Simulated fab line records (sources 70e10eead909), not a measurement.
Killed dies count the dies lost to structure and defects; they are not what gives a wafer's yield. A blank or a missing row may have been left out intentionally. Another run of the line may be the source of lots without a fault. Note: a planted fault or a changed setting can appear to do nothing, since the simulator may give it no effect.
fab line records / flow nand_harc
[record] lots = 7 wafers = 21 last_day = 33
route steps=1302 shown P_STI@107 P_GATE@110 END@1302
lots untouched by any fault: they come from a run of this same line in which no faults occurred
start_h: the number of hours between the record's first day and the start of the first shown wafer of the lot / wait_h: how many hours have passed since the lot's step before this one / " same as the row above / L1.1+2: a single row standing in for several wafers / - value missing, or start not given / * or withheld: withheld / < > ~ a bound
route shown NAME@n: NAME is a module with steps in the file, n the number in the route of the first one / usual: mean/standard deviation taken from wafers without a fault / same: alike in all rows / chamber/n: place in a boat / sites: the reading at each site / _std_site: how widely they spread, as a standard deviation / _edge_site: the outer-site mean with the inner-site mean subtracted / radius_mm: for every site, how far away it sits from the centre of the wafer / mask NAME#n: copy n / behind: the most recent tool/chamber to have shaped the wafer / hold: why the lot was held/for how many hours/how that ended / device: the n, p or np transistor that did not switch / end of line: tests of these same wafers at the route's end / where a step has no rows: the recipe by itself / killed: not the wafer's yield, but the dies lost to structure and defects at the first sort / map: the dies of a wafer, with x for killed, . for not killed, _ for no die there
set.NAME: the setting that was run; set.NAME@STEP: the one run at that earlier step / model.NAME: the simulator's own value behind a step, which no gauge read
lots at selected steps of the route; one table per step, one row per wafer
services: a tool's chamber out of use, with start hour (start_h, from the record's first day; less than 0 if before it), hours out, and reason
[[steps]]
[step NHARC_P_STI_SRD_39]
[step NHARC_P_STI_OXIDE_40]
[recipe] target_thk_a = 100 temp_c = 900 ox_time_s = 1362 material = SiO2
[step NHARC_P_STI_INSPECT_25]
[usual] raw_defect_count = 225/96
lot.wafer=L905.3 tool=defect_inspect-02 chamber=- start_h=102.85 wait_h=0.4 raw_defect_count=196
lot.wafer=L905.4 tool=defect_inspect-02 chamber=- start_h=102.85 wait_h=0.4 raw_defect_count=145
lot.wafer=L905.6 tool=defect_inspect-02 chamber=- start_h=102.85 wait_h=0.4 raw_defect_count=222
lot.wafer=L913.2 tool=defect_inspect-02 chamber=- start_h=179.34 wait_h=0.4 raw_defect_count=239
lot.wafer=L913.4 tool=defect_inspect-02 chamber=- start_h=179.34 wait_h=0.4 raw_defect_count=284
lot.wafer=L913.5 tool=defect_inspect-02 chamber=- start_h=179.34 wait_h=0.4 raw_defect_count=165
lot.wafer=L914.1 tool=defect_inspect-01 chamber=- start_h=188.78 wait_h=0.4 raw_defect_count=213
lot.wafer=L914.3 tool=defect_inspect-01 chamber=- start_h=188.78 wait_h=0.4 raw_defect_count=97
lot.wafer=L914.5 tool=defect_inspect-01 chamber=- start_h=188.78 wait_h=0.4 raw_defect_count=135
lot.wafer=L918.4 tool=defect_inspect-02 chamber=- start_h=235.04 wait_h=0.4 raw_defect_count=96
lot.wafer=L918.5 tool=defect_inspect-02 chamber=- start_h=235.04 wait_h=0.4 raw_defect_count=77
lot.wafer=L918.6 tool=defect_inspect-02 chamber=- start_h=235.04 wait_h=0.4 raw_defect_count=193
lot.wafer=L919.1 tool=defect_inspect-02 chamber=- start_h=240.91 wait_h=0.4 raw_defect_count=125
lot.wafer=L919.4 tool=defect_inspect-02 chamber=- start_h=240.91 wait_h=0.4 raw_defect_count=110
lot.wafer=L919.5 tool=defect_inspect-02 chamber=- start_h=240.91 wait_h=0.4 raw_defect_count=188
lot.wafer=L920.2 tool=defect_inspect-01 chamber=- start_h=250.35 wait_h=0.4 raw_defect_count=279
lot.wafer=L920.4 tool=defect_inspect-01 chamber=- start_h=250.35 wait_h=0.4 raw_defect_count=266
lot.wafer=L920.6 tool=defect_inspect-01 chamber=- start_h=250.35 wait_h=0.4 raw_defect_count=538
lot.wafer=L924.1 tool=defect_inspect-02 chamber=- start_h=293.58 wait_h=0.4 raw_defect_count=229
lot.wafer=L924.2 tool=defect_inspect-02 chamber=- start_h=293.58 wait_h=0.4 raw_defect_count=350
lot.wafer=L924.3 tool=defect_inspect-02 chamber=- start_h=293.58 wait_h=0.4 raw_defect_count=317
[step NHARC_P_GATE_ETCH_69]
[recipe] target_depth_a = 140 chemistry = dHF material = SiO2
[step NHARC_P_GATE_PRECLEAN_70]
[recipe] time_s = * temp_c = 50 bath_age_min = 0 chemistry = SC1
[step NHARC_P_GATE_SRD_01]
[step NHARC_P_GATE_OXIDE_02]
[recipe] target_thk_a = 375 temp_c = 950 p_h2o_torr = 720 ox_time_s = 365 material = SiO2
[step NHARC_P_GATE_DEHYDRATE_03]
[recipe] temp_c = 150 time_s = 120
[step NHARC_P_GATE_HMDS_04]
[recipe] time_s = 30
[step NHARC_P_GATE_COAT_05]
[recipe] spin_rpm = 4690
[step NHARC_P_GATE_SOFTBAKE_06]
[recipe] temp_c = 122 time_s = 95
[step NHARC_P_GATE_EBR_07]
[step NHARC_P_GATE_EXPOSE_08]
[recipe] na = 0.6 dose_mj = 16.75 mask_id = P_HV
[same] na = 0.6
lot.wafer=L905.3+4+6 tool=krf_scanner-02 chamber=0 start_h=111.23 wait_h=- mask=P_HV#0 model.P_GATE.overlay_x_nm=-4.396
lot.wafer=L913.2+4+5 tool=krf_scanner-04 chamber=0 start_h=188.60 wait_h=- mask=P_HV#0 model.P_GATE.overlay_x_nm=-4.265
lot.wafer=L914.1+3+5 tool=krf_scanner-03 chamber=0 start_h=197.39 wait_h=- mask=P_HV#0 model.P_GATE.overlay_x_nm=-4.349
lot.wafer=L918.4+5+6 tool=krf_scanner-03 chamber=0 start_h=243.65 wait_h=- mask=P_HV#0 model.P_GATE.overlay_x_nm=43.37
lot.wafer=L919.1+4+5 tool=krf_scanner-04 chamber=0 start_h=249.44 wait_h=- mask=P_HV#0 model.P_GATE.overlay_x_nm=1.26
lot.wafer=L920.2+4+6 tool=krf_scanner-03 chamber=0 start_h=259.05 wait_h=- mask=P_HV#0 model.P_GATE.overlay_x_nm=52.6
lot.wafer=L924.1+2+3 tool=krf_scanner-03 chamber=0 start_h=303.60 wait_h=- mask=P_HV#0 model.P_GATE.overlay_x_nm=49.52
[step NHARC_P_GATE_PEB_09]
[recipe] peb_temp_c = 118 peb_time_s = 85
[step NHARC_END_SORT_01]
[recipe] temp_c = 25
[usual] killed_at_array = 55/17 killed_at_other = 0.9/1.2 killed_at_periphery = 3.7/2.5 killed_dies = 59/18 killed_open = 3.4/1.9 killed_short = 2.6/1.6
[same] gross_dies = 677
lot.wafer=L918.6 tool=prober-01 chamber=0 start_h=743.15 wait_h=4.0 killed_at_array=58 killed_at_other=1 killed_at_periphery=4 killed_dies=63 killed_open=2 killed_short=3
// killed by level:class
L918.6 A_SLIT:chamber_film_flake=39 A_CHANNEL_HOLE_D2:chamber_film_flake=5 A_CHANNEL_HOLE_D1:chamber_film_flake=4 A_WL_FILL:chamber_film_flake=4 P_GATE:chamber_film_flake=2 P_M0:geometric_particle:open=1 A_CHANNEL_HOLE_D1:geometric_particle:short=1 A_DECK1_JOINT:geometric_particle:short=1
[[services]]
tool=krf_scanner-02 chamber=- start_h=94.00 hours=4.0 kind=pm
tool=krf_scanner-03 chamber=- start_h=99.35 hours=0.7 kind=repair
tool=krf_scanner-03 chamber=- start_h=156.04 hours=1.1 kind=repair
tool=krf_scanner-02 chamber=- start_h=167.03 hours=1.2 kind=repair
tool=krf_scanner-04 chamber=- start_h=182.00 hours=4.0 kind=pm
tool=krf_scanner-02 chamber=- start_h=183.84 hours=0.6 kind=repair
tool=krf_scanner-02 chamber=- start_h=210.99 hours=5.5 kind=repair
tool=krf_scanner-03 chamber=- start_h=224.00 hours=4.0 kind=pm
tool=krf_scanner-04 chamber=- start_h=225.63 hours=0.8 kind=repair
tool=krf_scanner-02 chamber=- start_h=266.00 hours=4.0 kind=pm
tool=krf_scanner-04 chamber=- start_h=266.26 hours=2.8 kind=repair
tool=krf_scanner-03 chamber=- start_h=297.07 hours=5.8 kind=repair
[[key]]
first_sign none at tools or gauges
[model_effect] step = NHARC_P_GATE_EXPOSE_08 value = P_GATE.overlay_x_nm without = -2.793 struck = 48.5
met_at NHARC_P_GATE_EXPOSE_08
struck_wafers L918.4,L918.5,L918.6,L920.2,L920.4,L920.6,L924.1,L924.2,L924.3
tester_left_out L918,L920,L924
onset_between 197.39 243.65
[fault] kind = scanner_matching_overlay tool = krf_scanner-03 chamber = - onset_h = 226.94 steps = NHARC_P_GATE_EXPOSE_08 offset = 51.29
// tester_left_out: of these lots the tester's yield and bins aren't shown, on N5 and GAA mostly nor the transistor test; their killed dies are dies lost to structure and defects alone, not to doping, threshold or leakage, so they don't give the yield
